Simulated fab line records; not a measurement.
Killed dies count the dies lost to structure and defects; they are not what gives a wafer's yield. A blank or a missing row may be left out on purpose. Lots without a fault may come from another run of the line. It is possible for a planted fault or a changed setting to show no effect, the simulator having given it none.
Which tool did it? -- flow nandHarc -- 11 lots, 33 wafers sampled, at 6 steps of a route of 1302

## WHAT THE GAUGES SHOWED, per wafer
NHARC_A_SIN_REMOVE_INSPECT_04. Usual: 393 for rawDefectCount, sd 89.
lot,measured,on,rawDefectCount,flag
L864,day 20 13:25,defectInspect-02,307 353 336,
L870,day 22 22:10,defectInspect-02,702 730 744,OFF
L872,day 23 13:31,defectInspect-02,665 745 695,OFF
L879,day 26 03:32,defectInspect-01,341 434 434,
L880,day 27 14:16,defectInspect-01,296 345 368,
L882,day 28 00:29,defectInspect-02,469 316 456,
L885,day 28 11:00,defectInspect-02,539 520 430,
L884,day 28 14:36,defectInspect-02,422 544 332,
L883,day 28 14:39,defectInspect-01,482 392 257,
L886,day 29 02:26,defectInspect-01,379 339 277,
L887,day 29 23:11,defectInspect-01,315 410 378,

NHARC_END_SORT_01. Usual: killedAtArray 46, standard deviation 15; killedAtOther 0.8, standard deviation 1.1; killedAtPeriphery 4.0, standard deviation 2.9; killedDies 50, standard deviation 15; killedOpen 3.2, standard deviation 1.8; killedShort 2.3, standard deviation 1.6.
lot,measured,on,killedAtArray,killedAtOther,killedAtPeriphery,killedDies,killedOpen,killedShort,flag
L870,day 27 00:16,prober-02,70 57 54,0 0 0,0 7 2,70 64 56,2 1 1,2 1 2,
L872,day 27 14:41,prober-01,71 49 50,0 1 0,2 5 5,73 55 55,3 3 1,0 0 1,
L879,day 30 13:29,prober-02,55,1,0,56,3,0,

## EACH LOT AND THE TOOL THAT RAN IT (in order: tool; ch and the chambers of the sampled wafers; start)
lot,NHARC_A_SGD_CUT_ETCHBACK_24,NHARC_A_SLIT_DEP_25,NHARC_A_SLIT_DEP_00,NHARC_A_SLIT_ETCH_26
L864,"rieDiel-13 ch 2,3, day 19 19:25","pecvd-01 ch 0,1, day 19 19:42","aclDep-01 ch 0, day 19 20:02","harEtch-02 ch 0,1, day 20 05:38"
L870,"rieDiel-12 ch 1,2,3, day 22 04:07","pecvd-03 ch 1,2, day 22 04:28","aclDep-02 ch 0, day 22 04:46","harEtch-02 ch 0,1, day 22 14:08"
L872,"rieDiel-02 ch 0,1,2, day 22 18:51","pecvd-01 ch 0,1, day 22 19:10","aclDep-03 ch 0, day 22 19:30","harEtch-02 ch 0,1, day 23 05:23"
L879,"rieDiel-13 ch 2,3, day 25 07:40","pecvd-03 ch 0,2, day 25 08:04","aclDep-01 ch 0, day 25 11:20","harEtch-01 ch 0,1, day 25 19:36"
L880,"rieDiel-12 ch 1,2,3, day 26 12:44","pecvd-01 ch 0,1,2, day 26 13:04","aclDep-02 ch 0, day 26 19:50","harEtch-02 ch 0, day 27 06:16"
L882,"rieDiel-13 ch 0,2,3, day 27 02:59","pecvd-03 ch 1,2, day 27 03:18","aclDep-03 ch 0, day 27 03:38","harEtch-02 ch 0,1, day 27 16:26"
L885,"rieDiel-12 ch 0,3, day 27 16:38","pecvd-02 ch 0,2, day 27 16:59","aclDep-01 ch 0, day 27 17:17","harEtch-02 ch 0,1, day 28 02:55"
L884,"rieDiel-02 ch 0,2,3, day 27 16:40","pecvd-01 ch 0,2, day 27 17:02","aclDep-03 ch 0, day 27 17:18","harEtch-01 ch 1, day 28 06:19"
L883,"rieDiel-13 ch 1,2,3, day 27 16:40","pecvd-03 ch 0,1,2, day 27 17:01","aclDep-02 ch 0, day 27 17:17","harEtch-02 ch 0,1, day 28 06:43"
L886,"rieDiel-13 ch 1,2, day 27 16:49","pecvd-03 ch 0,2, day 27 17:11","aclDep-03 ch 0, day 27 21:01","harEtch-01 ch 0, day 28 18:07"
L887,"rieDiel-02 ch 0,1,2, day 29 05:04","pecvd-01 ch 1,2, day 29 05:52","aclDep-01 ch 0, day 29 06:13","harEtch-02 ch 0,1, day 29 15:44"
- NHARC_A_SGD_CUT_ETCHBACK_24: etches the open film in CH3F/O2, target depth 50 nm, time 92.857 s.
- NHARC_A_SLIT_DEP_25: deposits SiO2, target thk 200 nm.
- NHARC_A_SLIT_DEP_00: deposits aC, target thk 6200 nm.
- NHARC_A_SLIT_ETCH_26: etches the open film in C4F8/O2/Ar, time 90 s, target depth 400 nm.

## AS READ BY THE TOOLS THEMSELVES (means over the sampled wafers that have a number; for cases with no such wafer, the mark the record gives instead)
NHARC_A_SGD_CUT_ETCHBACK_24. Usual: chamberPressureMTorr 25.001 mTorr, standard deviation 0.024; drypumpMotorCurrentA 5.7 A, standard deviation 0.51; oesProductAu 0.97 a.u., standard deviation 0.031; rfVppV 243.9 V, standard deviation 1.4; showerheadPlenumPTorr 2.43 Torr, standard deviation 0.084; throttleValvePct 20.663 %, standard deviation 0.0088.
lot,tool,chamberPressureMTorr (mTorr),drypumpMotorCurrentA (A),oesProductAu (a.u.),rfVppV (V),showerheadPlenumPTorr (Torr),throttleValvePct (%),flag
L864,rieDiel-13,25.016,5.4,0.93,243.5,2.37,20.664,
L870,rieDiel-12,25.016,5.6,0.99,242.7,2.40,20.672,
L872,rieDiel-02,25.002,5.7,0.99,245.1,2.52,20.670,
L879,rieDiel-13,25.012,5.4,1.00,242.5,2.37,20.658,
L880,rieDiel-12,24.985,5.6,0.94,243.0,2.40,20.670,
L882,rieDiel-13,24.994,5.7,0.93,242.8,2.35,20.656,
L885,rieDiel-12,25.018,6.4,0.91,244.7,2.48,20.664,
L884,rieDiel-02,25.011,5.7,0.93,245.2,2.48,20.665,
L883,rieDiel-13,24.997,5.2,0.97,243.3,2.39,20.662,
L886,rieDiel-13,25.003,5.3,1.01,243.8,2.44,20.656,
L887,rieDiel-02,24.996,5.7,1.00,245.2,2.51,20.668,

NHARC_A_SLIT_DEP_25. Usual: heaterPowerW 563 W, standard deviation 110; throttleValvePct 16.1 %, standard deviation 0.46.
lot,tool,heaterPowerW (W),throttleValvePct (%),flag
L864,pecvd-01,504,15.5,
L870,pecvd-03,551,16.3,
L872,pecvd-01,523,15.7,
L879,pecvd-03,570,15.9,
L880,pecvd-01,516,15.8,
L882,pecvd-03,527,16.2,
L885,pecvd-02,769,15.7,
L884,pecvd-01,432,16.2,
L883,pecvd-03,545,16.3,
L886,pecvd-03,605,16.2,
L887,pecvd-01,529,15.8,

NHARC_A_SLIT_DEP_00. Usual: 35.000 % for throttleValvePct, sd 0.0092.
lot,tool,throttleValvePct (%),flag
L864,aclDep-01,34.995,
L870,aclDep-02,34.995,
L872,aclDep-03,34.997,
L879,aclDep-01,35.003,
L880,aclDep-02,35.003,
L882,aclDep-03,34.999,
L885,aclDep-01,34.992,
L884,aclDep-03,35.000,
L883,aclDep-02,34.996,
L886,aclDep-03,34.992,
L887,aclDep-01,35.001,

NHARC_A_SLIT_ETCH_26. Usual: chamberPressureMTorr 25.006 mTorr, standard deviation 0.024; drypumpMotorCurrentA 5.9 A, standard deviation 0.68; showerheadPlenumPTorr 3.77 Torr, standard deviation 0.11; throttleValvePct 27.619 %, standard deviation 0.0099.
lot,tool,chamberPressureMTorr (mTorr),drypumpMotorCurrentA (A),showerheadPlenumPTorr (Torr),throttleValvePct (%),flag
L864,harEtch-02,24.975,6.5,3.88,27.618,
L870,harEtch-02,25.000,6.5,3.86,27.618,
L872,harEtch-02,24.982,6.5,3.85,27.623,
L879,harEtch-01,24.997,5.2,3.74,27.614,
L880,harEtch-02,25.001,6.7,3.90,27.613,
L882,harEtch-02,24.998,6.3,3.75,27.628,
L885,harEtch-02,24.991,6.3,3.74,27.611,
L884,harEtch-01,24.995,5.4,3.77,27.617,
L883,harEtch-02,24.986,6.5,3.81,27.615,
L886,harEtch-01,24.992,4.9,3.62,27.622,
L887,harEtch-02,24.982,6.3,3.73,27.611,

## THE ANSWER, worked out from the rows above alone
Rule: a lot counts as off when the mean over its wafers that have a number is more than 3 standard deviations away from the usual mean. Also off: a lot with no number at a reading for which 4 or more lots have one. Where the step has rows for the other lots, those lots are counted as sound. Order of review: gauges by route order, followed by the tools' own readings, for which a lot's mean as printed above is used. The first step at which some lot is off is used, and at that step the reading that is off furthest; a lot without a number counts as furthest.
Off: L870, L872, at NHARC_A_SIN_REMOVE_INSPECT_04 (rawDefectCount).
A tool fits if, at a process step before that reading, it ran every lot that is off, and no sound lot after the first of them. Those tools and the gauges at NHARC_A_SIN_REMOVE_INSPECT_04 are tried in the same way. No candidate that was tried fits.

## WHAT THE SIMULATOR HAD PUT IN
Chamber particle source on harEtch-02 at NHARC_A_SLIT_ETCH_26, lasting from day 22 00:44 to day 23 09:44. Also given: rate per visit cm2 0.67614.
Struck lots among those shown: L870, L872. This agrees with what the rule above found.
